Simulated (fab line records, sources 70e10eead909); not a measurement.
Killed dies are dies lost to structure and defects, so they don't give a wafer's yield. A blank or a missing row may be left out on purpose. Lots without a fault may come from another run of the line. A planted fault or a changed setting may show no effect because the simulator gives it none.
Which tool did it? | flow nand_harc | 13 lots, 39 wafers sampled, at 5 steps of a route of 1302

WHAT THE GAUGES READ, wafer by wafer
NHARC_END_SORT_01. Usual: defect_limited_yield 90 %, standard deviation 3.1; killed_at_array 62, standard deviation 20; killed_at_other 0.8, standard deviation 1.1; killed_at_periphery 3.5, standard deviation 2.4; killed_dies 66, standard deviation 21; killed_open 3.5, standard deviation 1.9; killed_short 2.5, standard deviation 1.7.
lot  | measured     | on        | defect_limited_yield (%) | killed_at_array | killed_at_other | killed_at_periphery | killed_dies | killed_open | killed_short | flag
L265 | day 26 00:33 | prober-02 | 92 92 93                 | 47 51 44        | 1 2 1           | 4 4 1               | 52 57 46    | 6 4 2       | 2 3 6        |
L267 | day 27 10:03 | prober-02 | 86 88 87                 | 93 79 86        | 0 0 0           | 0 0 2               | 93 79 88    | 7 4 5       | 7 4 3        |
L274 | day 30 10:47 | prober-01 | 96 97 96                 | 25 21 21        | 0 0 0           | 3 1 6               | 28 22 27    | 4 1 2       | 4 2 4        |
L275 | day 30 09:11 | prober-02 | 85 83 86                 | 98 110 90       | 0 1 0           | 4 2 3               | 102 113 93  | 6 3 4       | 2 0 4        |
L276 | day 31 00:33 | prober-01 | 93 91 92                 | 43 51 43        | 0 0 2           | 7 9 7               | 50 60 52    | 1 5 4       | 2 2 2        |
L281 | day 33 04:41 | prober-01 | 91 92 89                 | 58 49 68        | 0 0 0           | 2 3 6               | 60 52 74    | 3 3 6       | 1 2 4        |

WHICH TOOL RAN EACH LOT (tool, then ch and the chambers of the sampled wafers, then the start)
lot  | NHARC_P_M0_PRE_CLEAN_29                 | NHARC_P_M0_PVD_21                       | NHARC_P_M0_ANNEAL_30             | NHARC_P_M1_EXPOSE_06
L260 | pvd_sputter-03, day 6 10:05 or earlier  | pvd_sputter-03, day 6 10:05 or earlier  | rtp_anneal-01 ch 0, day 6 10:05  | arfi_scanner-03 ch 0, day 6 12:09
L262 | pvd_sputter-01, day 6 21:07 or earlier  | pvd_sputter-01, day 6 21:07 or earlier  | rtp_anneal-02 ch 0, day 6 21:07  | arfi_scanner-01 ch 0, day 6 23:08
L263 | pvd_sputter-01, day 7 12:35 or earlier  | pvd_sputter-01, day 7 12:35 or earlier  | rtp_anneal-01 ch 0, day 7 12:35  | arfi_scanner-01 ch 0, day 7 14:37
L264 | pvd_sputter-03, day 7 23:19 or earlier  | pvd_sputter-03, day 7 23:19 or earlier  | rtp_anneal-02 ch 0, day 7 23:19  | arfi_scanner-02 ch 0, day 8 01:17
L265 | pvd_sputter-02, day 8 04:04 or earlier  | pvd_sputter-02, day 8 04:04 or earlier  | rtp_anneal-02 ch 0, day 8 04:04  | arfi_scanner-03 ch 0, day 8 06:06
L266 | pvd_sputter-02, day 8 18:05 or earlier  | pvd_sputter-02, day 8 18:05 or earlier  | rtp_anneal-02 ch 0, day 8 18:05  | arfi_scanner-02 ch 0, day 8 20:22
L267 | pvd_sputter-01, day 8 23:52 or earlier  | pvd_sputter-01, day 8 23:52 or earlier  | rtp_anneal-02 ch 0, day 8 23:52  | arfi_scanner-02 ch 0, day 9 01:48
L274 | pvd_sputter-02, day 12 04:12 or earlier | pvd_sputter-02, day 12 04:12 or earlier | rtp_anneal-01 ch 0, day 12 04:12 | arfi_scanner-02 ch 0, day 12 06:11
L275 | pvd_sputter-01, day 12 06:49 or earlier | pvd_sputter-01, day 12 06:49 or earlier | rtp_anneal-01 ch 0, day 12 06:49 | arfi_scanner-02 ch 0, day 12 08:46
L276 | pvd_sputter-03, day 12 15:30 or earlier | pvd_sputter-03, day 12 15:30 or earlier | rtp_anneal-01 ch 0, day 12 15:30 | arfi_scanner-03 ch 0, day 12 17:35
L279 | pvd_sputter-02, day 14 04:19 or earlier | pvd_sputter-02, day 14 04:19 or earlier | rtp_anneal-01 ch 0, day 14 04:19 | arfi_scanner-01 ch 0, day 14 06:32
L281 | pvd_sputter-03, day 14 20:01 or earlier | pvd_sputter-03, day 14 20:01 or earlier | rtp_anneal-01 ch 0, day 14 20:01 | arfi_scanner-03 ch 0, day 14 22:02
L282 | pvd_sputter-01, day 15 13:56 or earlier | pvd_sputter-01, day 15 13:56 or earlier | rtp_anneal-01 ch 0, day 15 13:56 | arfi_scanner-01 ch 0, day 15 16:03
- NHARC_P_M0_PRE_CLEAN_29: time 30 s.
- NHARC_P_M0_PVD_21: deposits Cu, target thk 30 nm, time 20.49 s.
- NHARC_P_M0_ANNEAL_30: time 90 s.
- NHARC_P_M1_EXPOSE_06: exposes mask P M1, target cd 130 nm.

WHAT THE TOOLS THEMSELVES READ (means of the sampled wafers that have a number; where no wafer has one, the mark that the record gives instead)
NHARC_P_M0_PRE_CLEAN_29. Usual: heater_power_w 413 W, standard deviation 42.
lot  | tool           | heater_power_w (W) | flag
L260 | pvd_sputter-03 | 399                |
L262 | pvd_sputter-01 | 364                |
L263 | pvd_sputter-01 | 379                |
L264 | pvd_sputter-03 | 384                |
L265 | pvd_sputter-02 | 426                |
L266 | pvd_sputter-02 | 464                |
L267 | pvd_sputter-01 | 395                |
L274 | pvd_sputter-02 | 447                |
L275 | pvd_sputter-01 | 422                |
L276 | pvd_sputter-03 | 384                |
L279 | pvd_sputter-02 | 438                |
L281 | pvd_sputter-03 | 418                |
L282 | pvd_sputter-01 | 435                |

NHARC_P_M0_PVD_21. Usual: throttle_valve_pct 29.8 %, standard deviation 1.3.
lot  | tool           | throttle_valve_pct (%) | flag
L260 | pvd_sputter-03 | 29.8                   |
L262 | pvd_sputter-01 | 29.9                   |
L263 | pvd_sputter-01 | 29.3                   |
L264 | pvd_sputter-03 | 28.5                   |
L265 | pvd_sputter-02 | 29.3                   |
L266 | pvd_sputter-02 | 29.6                   |
L267 | pvd_sputter-01 | 29.6                   |
L274 | pvd_sputter-02 | 28.7                   |
L275 | pvd_sputter-01 | 28.9                   |
L276 | pvd_sputter-03 | 30.3                   |
L279 | pvd_sputter-02 | 29.3                   |
L281 | pvd_sputter-03 | 30.4                   |
L282 | pvd_sputter-01 | 29.3                   |

NHARC_P_M0_ANNEAL_30. Usual: wafer_temp_C_max 226.3, standard deviation 0.3.
lot  | tool          | wafer_temp_C_max | flag
L260 | rtp_anneal-01 | 226.7            |
L262 | rtp_anneal-02 | 226.1            |
L263 | rtp_anneal-01 | 226.0            |
L264 | rtp_anneal-02 | 226.1            |
L265 | rtp_anneal-02 | 226.2            |
L266 | rtp_anneal-02 | 226.5            |
L267 | rtp_anneal-02 | 226.1            |
L274 | rtp_anneal-01 | 226.2            |
L275 | rtp_anneal-01 | 226.4            |
L276 | rtp_anneal-01 | 226.4            |
L279 | rtp_anneal-01 | 226.2            |
L281 | rtp_anneal-01 | 226.3            |
L282 | rtp_anneal-01 | 226.6            |

NHARC_P_M1_EXPOSE_06. Usual: exposure_dose_mJ_cm2 81.80, standard deviation 0.096; focus_offset_nm 0.1 nm, standard deviation 0.48; reticle_temp_C 23.01 C, standard deviation 0.11.
lot  | tool            | exposure_dose_mJ_cm2 | focus_offset_nm (nm) | reticle_temp_C (C) | flag
L260 | arfi_scanner-03 | 81.69                | -0.2                 | 22.90              |
L262 | arfi_scanner-01 | 81.81                | 0.7                  | 22.97              |
L263 | arfi_scanner-01 | 81.91                | 0.0                  | 22.91              |
L264 | arfi_scanner-02 | 81.76                | 0.0                  | 23.02              |
L265 | arfi_scanner-03 | 81.76                | 1.0                  | 22.99              |
L266 | arfi_scanner-02 | 81.85                | 0.0                  | 23.13              |
L267 | arfi_scanner-02 | 80.64                | 0.1                  | 23.00              | OFF
L274 | arfi_scanner-02 | 80.83                | 0.2                  | 22.91              | OFF
L275 | arfi_scanner-02 | 81.05                | -0.2                 | 23.09              | OFF
L276 | arfi_scanner-03 | 81.64                | 0.1                  | 23.02              |
L279 | arfi_scanner-01 | 81.87                | 0.5                  | 23.07              |
L281 | arfi_scanner-03 | 81.62                | 0.1                  | 23.03              |
L282 | arfi_scanner-01 | 81.77                | -0.2                 | 22.94              |

THE ANSWER, worked out from the rows above alone
Rule: a lot is off if the mean of its wafers that have a number lies more than 3 standard deviations from the usual mean. A lot without any number at a reading at which 4 lots or more have one is off too. The other lots that the step has rows for count as sound. The gauges are gone through in route order, then the tools' own readings, and for those a lot's mean is taken as printed above. The first step at which some lot is off is used, and at that step the reading that is off furthest; a lot without a number counts as furthest.
Off: L267, L274, L275, at NHARC_P_M1_EXPOSE_06 (exposure_dose_mJ_cm2).
A tool fits if, at that step or a process step before it, it ran every lot that is off, and no sound lot after the first of them. NHARC_P_M0_PRE_CLEAN_29 gives no start for some lots, so the hours and the order of its lots are those of NHARC_P_M0_ANNEAL_30. NHARC_P_M0_PVD_21 gives no start for some lots, so the hours and the order of its lots are those of NHARC_P_M0_ANNEAL_30. One fits: arfi_scanner-02 at NHARC_P_M1_EXPOSE_06. Its last sound lot is L266 (day 8 20:22), its first lot that is off L267 (day 9 01:48): a fault that began between those two fits.
The tool's own readings at NHARC_P_M1_EXPOSE_06 bear it out: on the lots that are off they differ by more than 5 times the standard deviation of the sound lots' means. exposure_dose_mJ_cm2 reads 80.84 there against 81.77 on the sound lots.

WHAT THE SIMULATOR HAD PUT IN
Process parameter drift: arfi_scanner-02, from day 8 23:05 on, at NHARC_P_M1_EXPOSE_06. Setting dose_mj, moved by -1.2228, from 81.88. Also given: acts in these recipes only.
Lots struck among those shown: L267, L275, L274. The rule above found the same.
